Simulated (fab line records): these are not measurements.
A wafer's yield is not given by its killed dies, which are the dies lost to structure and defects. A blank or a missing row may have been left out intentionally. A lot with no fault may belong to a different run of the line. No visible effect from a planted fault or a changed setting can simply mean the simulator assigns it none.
The tool behind it: which one? | flow nand-harc | Sampling: 12 lots, 36 wafers, 5 of 1302 route steps

## WHAT EACH GAUGE READ, for each wafer
NHARC_THIN_TSV_THK_MEAS_02: measures by ir.
lot  | measured     | on            | thk-nm (nm)
L684 | day 24 02:38 | film-metro-01 | 3241 3409 3143
L685 | day 24 01:26 | film-metro-02 | 2886 2821 2890
L686 | day 24 19:23 | film-metro-01 | 2984 2811 2973
L687 | day 24 20:35 | film-metro-01 | 2890 3150 2792
L688 | day 25 15:44 | film-metro-02 | 2885 2904 3117
L689 | day 26 11:11 | film-metro-02 | 3130 3324 3429
L690 | day 26 02:53 | film-metro-02 | 3178 2815 2619
L693 | day 27 21:12 | film-metro-01 | 3082 3486 3156
L697 | day 30 02:23 | film-metro-02 | 2824 3007 2928
L699 | day 30 01:11 | film-metro-02 | 2659 2663 3036
L702 | day 32 01:30 | film-metro-02 | 2795 3130 3244
L707 | day 33 09:05 | film-metro-02 | 3306 2654 3227

NHARC_END_SORT_01.
lot  | measured     | on        | defect-limited-yield (%) | killed-at-array | killed-at-other | killed-at-periphery | killed-dies | killed-open | killed-short
L697 | day 30 18:44 | prober-02 | 14.5 92.5 12.7           | 31 45 33        | 0 0 0           | 548 6 558           | 579 51 591  | 2 2 0       | 1 4 0
L699 | day 30 20:21 | prober-01 | 95.7 94.8 13.1           | 25 34 17        | 0 0 0           | 4 1 571             | 29 35 588   | 1 3 1       | 1 1 6

## EACH LOT AND THE TOOL THAT RAN IT (in order: tool; ch and the chambers of the sampled wafers; start)
lot  | NHARC_P_M0_ECD_22              | NHARC_THIN_TSV_DEGAS_53      | NHARC_THIN_TSV_ETCH_36
L684 | ecd-cu-02 ch 0,1, day 6 07:29  | pvd-sputter-03, day 24 08:27 | rie-metal-01 ch 0,1, day 24 09:59
L685 | ecd-cu-02 ch 0,1, day 6 14:24  | pvd-sputter-02, day 24 07:35 | rie-metal-03 ch 0,1, day 24 09:10
L686 | ecd-cu-02 ch 0,1, day 7 00:35  | pvd-sputter-01, day 25 01:20 | rie-metal-03 ch 0,1, day 25 03:03
L687 | ecd-cu-01 ch 0, day 7 13:30    | pvd-sputter-01, day 25 02:28 | rie-metal-03 ch 0,1, day 25 04:10
L688 | ecd-cu-02 ch 0,1, day 7 21:05  | pvd-sputter-02, day 25 21:52 | rie-metal-01 ch 0,1, day 25 23:32
L689 | ecd-cu-02 ch 0,1, day 8 09:53  | pvd-sputter-02, day 26 17:01 | rie-metal-02 ch 0,1, day 26 18:43
L690 | ecd-cu-01 ch 1, day 8 15:44    | pvd-sputter-01, day 26 08:34 | rie-metal-03 ch 0,1, day 26 10:16
L693 | ecd-cu-01 ch 0,1, day 9 23:13  | pvd-sputter-01, day 28 03:02 | rie-metal-03 ch 0,1, day 28 04:42
L697 | ecd-cu-02 ch 0,1, day 12 01:38 | pvd-sputter-01, day 30 08:22 | rie-metal-02 ch 0,1, day 30 10:02
L699 | ecd-cu-02 ch 0,1, day 12 23:07 | pvd-sputter-01, day 30 07:35 | rie-metal-01 ch 0,1, day 30 09:08
L702 | ecd-cu-01 ch 0,1, day 14 01:15 | pvd-sputter-02, day 32 07:18 | rie-metal-03 ch 0,1, day 32 08:52
L707 | ecd-cu-02 ch 0,1, day 15 15:05 | pvd-sputter-01, day 33 15:14 | rie-metal-01 ch 0,1, day 33 16:47
- NHARC_P_M0_ECD_22: material Cu, target thk 400 nm.
- NHARC_THIN_TSV_DEGAS_53: time 60 s.
- NHARC_THIN_TSV_ETCH_36: etches the open film in Cl2/BCl3, target depth 65 nm, time 18.571 s.

## AS READ BY THE TOOLS THEMSELVES (means over the sampled wafers that have a number; for cases with no such wafer, the mark the record gives instead)
NHARC_THIN_TSV_DEGAS_53.
lot  | tool           | heater-power-w (W)
L684 | pvd-sputter-03 | 468
L685 | pvd-sputter-02 | 484
L686 | pvd-sputter-01 | 453
L687 | pvd-sputter-01 | 459
L688 | pvd-sputter-02 | 494
L689 | pvd-sputter-02 | 488
L690 | pvd-sputter-01 | 469
L693 | pvd-sputter-01 | 453
L697 | pvd-sputter-01 | 450
L699 | pvd-sputter-01 | 466
L702 | pvd-sputter-02 | 536
L707 | pvd-sputter-01 | 461

NHARC_THIN_TSV_ETCH_36.
lot  | tool         | drypump-motor-current-A (A) | oes-product-au (a.u.)
L684 | rie-metal-01 | 5.3                         | 0.983
L685 | rie-metal-03 | 5.6                         | 0.999
L686 | rie-metal-03 | 5.9                         | 0.996
L687 | rie-metal-03 | 5.8                         | 0.998
L688 | rie-metal-01 | 5.3                         | 1.002
L689 | rie-metal-02 | 4.8                         | 0.991
L690 | rie-metal-03 | 5.6                         | 0.989
L693 | rie-metal-03 | 5.8                         | 0.992
L697 | rie-metal-02 | 4.7                         | 1.008
L699 | rie-metal-01 | 5.3                         | 0.994
L702 | rie-metal-03 | 5.9                         | 0.994
L707 | rie-metal-01 | 5.3                         | 1.002

## THE ANSWER, worked out from the rows above alone
Rule: the usual values come from the lots themselves. Put in order of their means at a reading, lots are off if they are a third of the lots or fewer, leave a main group of 4 or more, and stand apart from it by a gap of 3 or more times the standard deviation of the main group's means; of several such gaps the widest counts. The tables above print the reading to a certain number of digits; a main group whose means all agree to those digits is not used. Also off: a lot with no number at a reading for which 4 or more lots have one. All remaining lots with rows at the step are treated as sound. Order of review: gauges by route order, followed by the tools' own readings, for which a lot's mean as printed above is used. The first step at which some lot is off is used, and at that step the reading that is off furthest; a lot without a number counts as furthest.
Across all readings shown, no lot is off: no conclusion can be drawn from this.

## WHAT THE SIMULATOR HAD PUT IN
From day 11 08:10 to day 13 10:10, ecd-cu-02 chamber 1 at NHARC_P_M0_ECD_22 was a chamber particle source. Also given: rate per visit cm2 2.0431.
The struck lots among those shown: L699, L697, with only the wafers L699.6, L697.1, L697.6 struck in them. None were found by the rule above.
